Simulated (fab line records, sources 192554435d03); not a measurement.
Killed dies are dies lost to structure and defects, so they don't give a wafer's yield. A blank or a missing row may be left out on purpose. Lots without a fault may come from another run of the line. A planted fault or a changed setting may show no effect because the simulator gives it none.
fab line records | flow n5_finfet
record lots=4 wafers=11 last_day=16
route steps=1938 shown BEOL_M4@1103 BEOL_M5@1112
lots that met no fault: from a run of the same line without faults
start_h: hours from the record's first day to the start of the lot's first wafer shown | wait_h: hours since the lot's step before | " the same as in the row above | L1.1+2: a row that stands for several wafers | - no value, or no start given | * or withheld: withheld | < > ~ a bound
route shown NAME@n: a module of which the file shows steps, and the number in the route of the first | usual: mean/standard deviation of fault-free wafers | same: alike in all rows | chamber/n: place in a boat | sites: the reading at each site | _std_site: their standard deviation | _edge_site: outer sites' mean less inner sites' | radius_mm: how far each site lies from the wafer's centre | mask NAME#n: copy n | behind: the tool/chamber that last shaped the wafer | hold: why the lot was held/for how many hours/how that ended | device: the transistor (n, p or np) that didn't switch | end of line: the same wafers' tests at the end of the route | a step without rows: its recipe alone | killed: dies lost to structure and defects at the first sort, not the wafer's yield | map: a wafer's dies, x killed, . not, _ none there
set.NAME: the setting as run; set.NAME@STEP: as run at that earlier step | model.NAME: the simulator's own value behind a step, which no gauge read
lots at some steps of the route; a table a step, a row a wafer
services: from which hour (start_h, from the record's first day; less than 0 if before it) a tool's chamber was out of use, for how many hours, and why
## steps
# step N5_BEOL_M4_CMP_52
# recipe stop_on=SiOC t_overpolish_s=6.8 down_force_psi=1 platen_rpm=50 clearing_platen_down_force_psi=1.5 clearing_platen_rpm=50 post_cmp_clean=cu_alkaline target_thk_nm=40 clearing_platen_pad_velocity_m_s=0.99484 pad_velocity_m_s=0.99484
# step N5_BEOL_M4_PRE_CLEAN_60
# recipe gas=NH3/H2 time_s=15 temp_c=* rf_power_w=300
# step N5_BEOL_M4_CO_CAP_55
# recipe material=Co target_thk_a=20 temp_c=200 precursor=CCTBA/H2 pressure_torr=30 time_s=102.1
# step N5_BEOL_M4_PRE_CLEAN_56
# recipe gas=NH3 time_s=15 temp_c=withheld rf_power_w=300
# step N5_BEOL_M4_DEP_57
# recipe material=SiCN target_thk_a=80 temp_c=withheld precursor=3MS/NH3 pressure_torr=3 rf_w=202 time_s=14
# step N5_BEOL_M5_ILD_DEP_00
# recipe material=SiCOH_lowk target_thk_a=1406.4 temp_c=300 precursor=DEMS/porogen pressure_torr=5 rf_w=500 time_s=25.9
# step N5_BEOL_M5_CURE_79
# recipe temp_c=385 time_s=240 ambient=He/Ar material=SiCOH_lowk
# step N5_BEOL_M5_PECVD_70
# recipe material=SiO2 target_thk_a=160 temp_c=400 precursor=TEOS/O2 pressure_torr=5.5 rf_w=450 teos_flow_sccm=53.8 gas=O2 flow_sccm=3000 time_s=18
# usual heater_power_outer_w=409/53 heater_power_w=684/65 showerhead_plenum_p_Torr=8.80/0.056 susceptor_temp_C=399.99/0.21 throttle_valve_pct=23.1/1.4
# same time_s=18
# columns lot.wafer tool chamber start_h wait_h heater_power_outer_w heater_power_w showerhead_plenum_p_Torr susceptor_temp_C throttle_valve_pct model.SiO2_of_BEOL_M5_PECVD_70.thk_nm
L387.2 pecvd-04 1 232.56 0.0 408 658 8.74 399.74 21.6 15.8
L387.5 " 2 " " 363 590 8.70 400.02 23.1 15.8
L387.6 " 0 " " 448 758 8.73 400.19 21.8 16.2
L391.4 pecvd-02 2 245.82 0.1 400 717 8.73 399.75 22.6 15.8
L391.6 " 1 " " 446 736 8.83 399.99 22.3 16
L397.2 pecvd-02 2 288.87 0.0 412 716 8.75 407.29 22.5 15
L397.3 " 1 " " 465 760 8.84 407.20 22.2 15.2
L397.4 " 1 " " 473 775 8.81 407.18 22.1 15.6
L398.1 pecvd-02 1 290.76 0.0 445 730 8.84 407.24 22.2 15.2
L398.2 " 2 " " 393 687 8.76 407.23 22.7 15
L398.5 " 1 " " 428 753 8.83 407.13 22.2 15.2
# step N5_BEOL_M5_HM_DEP_02
# recipe material=TiN target_thk_a=200 temp_c=25 chamber_pressure_pa=0.49996
# step N5_BEOL_M5_COAT_59
# recipe resist=SOC temp_c=250 time_s=60 spin_rpm=1500 resist_thk_nm=60
# step N5_BEOL_M5_COAT_60
# recipe resist=SiARC temp_c=220 time_s=60 spin_rpm=1500 resist_thk_nm=12
# step N5_BEOL_M5_COAT_71
# recipe resist=underlayer temp_c=205 time_s=60 spin_rpm=1500 resist_thk_nm=5
# step N5_BEOL_M5_COAT_05
# recipe resist=CAR-EUV spin_rpm=1500 resist_thk_nm=30
# step N5_BEOL_M5_EBR_07
# recipe solvent=PGMEA ebr_width_mm=1.5
# step N5_BEOL_M5_SOFTBAKE_06
# recipe temp_c=110 time_s=60 resist=CAR-EUV
# step N5_BEOL_M5_EXPOSE_08
# recipe mask_id=M5 na=0.33 source_shape=annular sigma_inner=0.4 sigma_outer=0.8 polarization=unpolarized target_cd_nm=28 dose_mj=35.75
# step N5_BEOL_M5_PEB_09
# recipe peb_temp_c=100 peb_time_s=60 resist=CAR-EUV
# step N5_BEOL_M5_DEVELOP_10
# recipe develop_time_s=30 developer=TMAH resist=CAR-EUV rinse_liquid=surfactant_rinse dry=air_spin dev_temp_c=23
# step N5_BEOL_M5_DESCUM_16
# recipe chemistry=O2 time_s=7 source_power_w=50 bias_power_w=20 pressure_mtorr=20 rf_frequency_hz=2.712e+07 temp_c=40 resist=CAR-EUV o2_flow_sccm=225
# step N5_BEOL_M5_ETCH_72
# recipe chemistry=N2/H2 target=underlayer target_depth_a=65 mask_material=CAR-EUV time_s=5.2 ion_energy_ev=200 pressure_mtorr=30 source_w=840 bias_w=150 n2_flow_sccm=200 h2_flow_sccm=200 ends=cleared
# step N5_BEOL_M5_ETCH_61
# recipe chemistry=CF4 target=SiARC target_depth_a=156 mask_material=CAR-EUV time_s=26 ion_energy_ev=80 pressure_mtorr=40 source_w=545 bias_w=36 Ar_flow_sccm=100 cf4_flow_sccm=100 ends=cleared
# step N5_BEOL_M5_ETCH_62
# recipe chemistry=N2/H2 target=SOC target_depth_a=750 overetch_a=150 mask_material=SiARC temp_c=40 time_s=112.5 ion_energy_ev=200 pressure_mtorr=30 source_w=840 bias_w=150 n2_flow_sccm=200 h2_flow_sccm=200
# step N5_BEOL_M5_STRIP_63
# recipe chemistry=N2/H2 temp_c=40 n2_flow_sccm=200 h2_flow_sccm=200 rf_frequency_hz=6e+07
# step N5_BEOL_M5_STRIP_73
# recipe chemistry=N2/H2 temp_c=40 n2_flow_sccm=200 h2_flow_sccm=200 rf_frequency_hz=6e+07
# step N5_BEOL_M5_STRIP_64
# recipe chemistry=CF4 resist=SiARC power_w=300 bias_power_w=75 pressure_mtorr=50 cf4_flow_sccm=150 rf_frequency_hz=6e+07
# step N5_BEOL_M5_HM_OPEN_17
# recipe chemistry=Cl2/BCl3 target_depth_a=200 overetch_a=60 target=TiN mask_material=SOC ion_energy_ev=150 pressure_mtorr=10 icp_w=1000 bias_w=126 Cl2_flow_sccm=53.25 bcl3_flow_sccm=21.75 Ar_flow_sccm=25
# step N5_BEOL_M5_STRIP_19
# recipe chemistry=O2 power_w=400 temp_c=40 pressure_mtorr=30 rf_frequency_hz=6e+07 bias_power_w=0 overash_fraction=0.2 o2_flow_sccm=225
# step N5_BEOL_M5_COAT_65
# recipe resist=SOC temp_c=250 time_s=60 spin_rpm=1500 resist_thk_nm=60
# step N5_BEOL_M5_COAT_66
# recipe resist=SiARC temp_c=220 time_s=60 spin_rpm=1500 resist_thk_nm=12
# step N5_BEOL_M5_COAT_74
# recipe resist=underlayer temp_c=205 time_s=60 spin_rpm=1500 resist_thk_nm=5
# step N5_BEOL_M5_COAT_22
# recipe resist=CAR-EUV spin_rpm=1500 resist_thk_nm=30
# step N5_BEOL_M5_EBR_24
# recipe solvent=PGMEA ebr_width_mm=1.5
# step N5_BEOL_M5_SOFTBAKE_23
# recipe temp_c=110 time_s=60 resist=CAR-EUV
# step N5_BEOL_M5_HM_STRIP_39
# recipe chemistry=peroxide_tin_strip material=TiN target_depth_a=250 temp_c=50 time_s=158
# same time_s=158
# columns lot.wafer tool chamber start_h wait_h model.SiO2_of_BEOL_M5_PECVD_70.thk_nm
L387.2+5 wet_bench-06 6,1 236.28 0.0 15.6
L387.6 " 2 " " 16
L391.4 wet_bench-06 7 251.72 0.0 15.6
L391.6 " 5 " " 15.8
L397.2 wet_bench-04 5 292.10 0.0 14.8
L397.3 " 0 " " 15.2
L397.4 " 7 " " 15.4
L398.1+5 wet_bench-04 6,7 294.90 0.0 15
L398.2 " 5 " " 14.8
## services
# columns tool chamber start_h hours kind
pecvd-02 - 233.00 0.7 repair
pecvd-04 - 252.22 14.6 pm
## key
first_sign step=N5_BEOL_M5_PECVD_70 reading=susceptor_temp_C direction=up sigmas=34 usual=* struck=*
effect none on later readings
model_effect step=N5_BEOL_M5_PECVD_70 value=SiO2_of_BEOL_M5_PECVD_70.thk_nm without=16 struck=15.2
model_effect step=N5_BEOL_M5_HM_STRIP_39 value=SiO2_of_BEOL_M5_PECVD_70.thk_nm without=15.83 struck=15.03
met_at N5_BEOL_M5_PECVD_70
struck_wafers L397.2,L397.3,L397.4,L398.1,L398.2,L398.5
onset_between 245.82 288.87
fault kind=process_parameter_drift tool=pecvd-02 chamber=- onset_h=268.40 steps=N5_BEOL_M5_PECVD_70 channel=temp_c offset=* shape=step end_h=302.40 acts_in=* stated=*
